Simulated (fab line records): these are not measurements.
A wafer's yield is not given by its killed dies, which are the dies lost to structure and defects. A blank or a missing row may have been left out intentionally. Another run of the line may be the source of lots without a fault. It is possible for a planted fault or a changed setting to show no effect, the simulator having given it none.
Which tool is to blame? :: flow nand harc :: Sampling: 13 lots, 39 wafers, 4 of 1302 route steps

== WHAT EACH GAUGE READ, for each wafer ==
NHARC_END_SORT_01. Usual: killed at array 47, standard deviation 14; killed at other 0.5, standard deviation 0.72; killed at periphery 4, standard deviation 3.1; killed dies 52, standard deviation 15; killed open 3.2, standard deviation 1.9; killed short 2.4, standard deviation 1.7.
lot: L336
measured: day 25 10:07
on: prober-02
killed at array: 85 167 81
killed at other: 0 1 0
killed at periphery: 6 2 1
killed dies: 91 170 82
killed open: 1 2 1
killed short: 1 4 0
flag: OFF

lot: L344
measured: day 32 10:55
on: prober-02
killed at array: 37 40 42
killed at other: 1 0 1
killed at periphery: 1 4 3
killed dies: 39 44 46
killed open: 2 1 4
killed short: 0 1 1
flag: 

lot: L347
measured: day 33 06:16
on: prober-01
killed at array: 28 32 37
killed at other: 0 1 2
killed at periphery: 4 5 6
killed dies: 32 38 45
killed open: 1 6 6
killed short: 1 0 2
flag: 

lot: L351
measured: day 33 17:13
on: prober-02
killed at array: 52 35 44
killed at other: 1 2 0
killed at periphery: 2 9 6
killed dies: 55 46 50
killed open: 1 5 1
killed short: 4 3 3
flag: 

lot: L353
measured: day 34 00:11
on: prober-02
killed at array: 62 70 62
killed at other: 0 0 0
killed at periphery: 2 9 7
killed dies: 64 79 69
killed open: 1 7 1
killed short: 1 3 3
flag: 

== TOOL THAT RAN EACH LOT (tool first, then ch and the chambers of the sampled wafers, then the start) ==
lot: L330
NHARC_A_STAIRCASE_ALD_420: ald hk-03 ch 1,2, day 16 23:19
NHARC_THIN_TSV_ANNEAL_52: rtp anneal-01 ch 0, day 23 15:51
NHARC_THIN_TSV_CMP_21: cmp-02 ch 2,3, day 23 16:05

lot: L333
NHARC_A_STAIRCASE_ALD_420: ald hk-02 ch 0,1,3, day 17 04:43
NHARC_THIN_TSV_ANNEAL_52: rtp anneal-01 ch 0, day 23 14:33
NHARC_THIN_TSV_CMP_21: cmp-01 ch 0,2,3, day 23 14:53

lot: L334
NHARC_A_STAIRCASE_ALD_420: ald hk-02 ch 1,3, day 18 09:25
NHARC_THIN_TSV_ANNEAL_52: rtp anneal-02 ch 0, day 24 22:39
NHARC_THIN_TSV_CMP_21: cmp-02 ch 1,3, day 24 23:02

lot: L336
NHARC_A_STAIRCASE_ALD_420: ald hk-02 ch 2,3, day 18 16:59
NHARC_THIN_TSV_ANNEAL_52: rtp anneal-01 ch 0, day 24 21:32
NHARC_THIN_TSV_CMP_21: cmp-02 ch 1,2, day 24 21:47

lot: L338
NHARC_A_STAIRCASE_ALD_420: ald hk-04 ch 0,1,2, day 19 14:10
NHARC_THIN_TSV_ANNEAL_52: rtp anneal-02 ch 0, day 26 11:07
NHARC_THIN_TSV_CMP_21: cmp-03 ch 0,1,2, day 26 11:24

lot: L344
NHARC_A_STAIRCASE_ALD_420: ald hk-04 ch 0,1,2, day 22 02:26
NHARC_THIN_TSV_ANNEAL_52: rtp anneal-02 ch 0, day 31 17:53
NHARC_THIN_TSV_CMP_21: cmp-02 ch 0,1,3, day 31 18:07

lot: L346
NHARC_A_STAIRCASE_ALD_420: ald hk-02 ch 0,3, day 22 20:48
NHARC_THIN_TSV_ANNEAL_52: rtp anneal-02 ch 0, day 31 20:07
NHARC_THIN_TSV_CMP_21: cmp-02 ch 0,2,3, day 31 20:29

lot: L347
NHARC_A_STAIRCASE_ALD_420: ald hk-03 ch 0,3, day 23 05:52
NHARC_THIN_TSV_ANNEAL_52: rtp anneal-01 ch 0, day 31 21:27
NHARC_THIN_TSV_CMP_21: cmp-01 ch 0,2,3, day 31 21:53

lot: L348
NHARC_A_STAIRCASE_ALD_420: ald hk-04 ch 0,1,2, day 23 21:08
NHARC_THIN_TSV_ANNEAL_52: rtp anneal-01 ch 0, day 31 22:32
NHARC_THIN_TSV_CMP_21: cmp-01 ch 1,2,3, day 31 22:53

lot: L350
NHARC_A_STAIRCASE_ALD_420: ald hk-02 ch 0,1,2, day 24 21:59
NHARC_THIN_TSV_ANNEAL_52: rtp anneal-01 ch 0, day 32 02:23
NHARC_THIN_TSV_CMP_21: cmp-02 ch 0,1, day 32 02:44

lot: L351
NHARC_A_STAIRCASE_ALD_420: ald hk-02 ch 1,2,3, day 25 00:47
NHARC_THIN_TSV_ANNEAL_52: rtp anneal-02 ch 0, day 32 01:01
NHARC_THIN_TSV_CMP_21: cmp-03 ch 0,2, day 32 01:20

lot: L352
NHARC_A_STAIRCASE_ALD_420: ald hk-04 ch 1,2,3, day 25 16:41
NHARC_THIN_TSV_ANNEAL_52: rtp anneal-02 ch 0, day 32 15:53
NHARC_THIN_TSV_CMP_21: cmp-01 ch 0,1,3, day 32 16:16

lot: L353
NHARC_A_STAIRCASE_ALD_420: ald hk-02 ch 1,2,3, day 26 00:52
NHARC_THIN_TSV_ANNEAL_52: rtp anneal-02 ch 0, day 32 10:04
NHARC_THIN_TSV_CMP_21: cmp-02 ch 0,2,3, day 32 10:26
- NHARC_A_STAIRCASE_ALD_420: deposits SiO2, target thk 20 nm, pulse time 6 s, ald cycles 200.
- NHARC_THIN_TSV_ANNEAL_52: time 90 s.
- NHARC_THIN_TSV_CMP_21: polishes, t overpolish 30 s, target thk 2000 nm.

== AS READ BY THE TOOLS THEMSELVES (means over the sampled wafers that have a number; for cases with no such wafer, the mark the record gives instead) ==
NHARC_A_STAIRCASE_ALD_420. Usual: heater power w 476 W, standard deviation 67; precursor pulse height rel 1.001, standard deviation 0.02.
lot: L330
tool: ald hk-03
heater power w (W): 448
precursor pulse height rel: 0.999
flag: 

lot: L333
tool: ald hk-02
heater power w (W): 495
precursor pulse height rel: 0.993
flag: 

lot: L334
tool: ald hk-02
heater power w (W): 498
precursor pulse height rel: 0.988
flag: 

lot: L336
tool: ald hk-02
heater power w (W): 458
precursor pulse height rel: 0.998
flag: 

lot: L338
tool: ald hk-04
heater power w (W): 515
precursor pulse height rel: 1.014
flag: 

lot: L344
tool: ald hk-04
heater power w (W): 516
precursor pulse height rel: 1.006
flag: 

lot: L346
tool: ald hk-02
heater power w (W): 492
precursor pulse height rel: 1.011
flag: 

lot: L347
tool: ald hk-03
heater power w (W): 454
precursor pulse height rel: 1.007
flag: 

lot: L348
tool: ald hk-04
heater power w (W): 516
precursor pulse height rel: 0.992
flag: 

lot: L350
tool: ald hk-02
heater power w (W): 463
precursor pulse height rel: 0.986
flag: 

lot: L351
tool: ald hk-02
heater power w (W): 464
precursor pulse height rel: 0.996
flag: 

lot: L352
tool: ald hk-04
heater power w (W): 534
precursor pulse height rel: 1.000
flag: 

lot: L353
tool: ald hk-02
heater power w (W): 472
precursor pulse height rel: 1.002
flag: 

NHARC_THIN_TSV_ANNEAL_52. Usual: wafer_temp_C_max reads 225.85 (standard deviation 0.26).
lot: L330
tool: rtp anneal-01
wafer_temp_C_max: 225.72
flag: 

lot: L333
tool: rtp anneal-01
wafer_temp_C_max: 225.82
flag: 

lot: L334
tool: rtp anneal-02
wafer_temp_C_max: 225.80
flag: 

lot: L336
tool: rtp anneal-01
wafer_temp_C_max: 225.73
flag: 

lot: L338
tool: rtp anneal-02
wafer_temp_C_max: 226.02
flag: 

lot: L344
tool: rtp anneal-02
wafer_temp_C_max: 225.65
flag: 

lot: L346
tool: rtp anneal-02
wafer_temp_C_max: 226.06
flag: 

lot: L347
tool: rtp anneal-01
wafer_temp_C_max: 225.65
flag: 

lot: L348
tool: rtp anneal-01
wafer_temp_C_max: 225.60
flag: 

lot: L350
tool: rtp anneal-01
wafer_temp_C_max: 225.58
flag: 

lot: L351
tool: rtp anneal-02
wafer_temp_C_max: 225.96
flag: 

lot: L352
tool: rtp anneal-02
wafer_temp_C_max: 225.96
flag: 

lot: L353
tool: rtp anneal-02
wafer_temp_C_max: 225.91
flag: 

NHARC_THIN_TSV_CMP_21. Usual: motor current A 11.9 A, standard deviation 1.1; overpolish run s 30.001 s, standard deviation 0.009; pad life wafers 196, standard deviation 120.
lot: L330
tool: cmp-02
motor current A (A): 11.6
overpolish run s (s): 30.000
pad life wafers: 150
flag: 

lot: L333
tool: cmp-01
motor current A (A): 13.2
overpolish run s (s): 30.010
pad life wafers: 351
flag: 

lot: L334
tool: cmp-02
motor current A (A): 10.5
overpolish run s (s): 29.988
pad life wafers: 284
flag: 

lot: L336
tool: cmp-02
motor current A (A): 10.4
overpolish run s (s): 30.006
pad life wafers: 276
flag: 

lot: L338
tool: cmp-03
motor current A (A): 12.8
overpolish run s (s): 30.004
pad life wafers: 301
flag: 

lot: L344
tool: cmp-02
motor current A (A): 10.6
overpolish run s (s): 30.002
pad life wafers: 170
flag: 

lot: L346
tool: cmp-02
motor current A (A): 11.8
overpolish run s (s): 30.002
pad life wafers: 194
flag: 

lot: L347
tool: cmp-01
motor current A (A): 13.0
overpolish run s (s): 29.998
pad life wafers: 363
flag: 

lot: L348
tool: cmp-01
motor current A (A): 12.5
overpolish run s (s): 30.002
pad life wafers: 368
flag: 

lot: L350
tool: cmp-02
motor current A (A): 10.3
overpolish run s (s): 30.000
pad life wafers: 212
flag: 

lot: L351
tool: cmp-03
motor current A (A): 12.1
overpolish run s (s): 30.002
pad life wafers: 98
flag: 

lot: L352
tool: cmp-01
motor current A (A): 12.4
overpolish run s (s): 30.002
pad life wafers: 14
flag: 

lot: L353
tool: cmp-02
motor current A (A): 11.3
overpolish run s (s): 29.998
pad life wafers: 242
flag: 

== THE ANSWER, worked out from the rows above alone ==
Rule: take the mean of a lot's wafers that have a number; if it is more than 3 standard deviations from the usual mean, the lot is off. A lot without any number at a reading at which 4 lots or more have one is off too. Any other lot the step has rows for is counted as sound. Order of review: gauges by route order, followed by the tools' own readings, for which a lot's mean as printed above is used. The first step at which some lot is off is used, and at that step the reading that is off furthest; a lot without a number counts as furthest.
Off, at NHARC_END_SORT_01 on killed at array: L336. Neither off nor sound, because the step has no rows for them: L330, L333, L334, L338, L346, L348, L350, L352.
If a tool, at a process step before that reading, ran all the lots that are off and no sound lot after the first of them, it fits. The gauges at NHARC_END_SORT_01 are tried like those tools. None of those tried fits.

== WHAT THE SIMULATOR HAD PUT IN ==
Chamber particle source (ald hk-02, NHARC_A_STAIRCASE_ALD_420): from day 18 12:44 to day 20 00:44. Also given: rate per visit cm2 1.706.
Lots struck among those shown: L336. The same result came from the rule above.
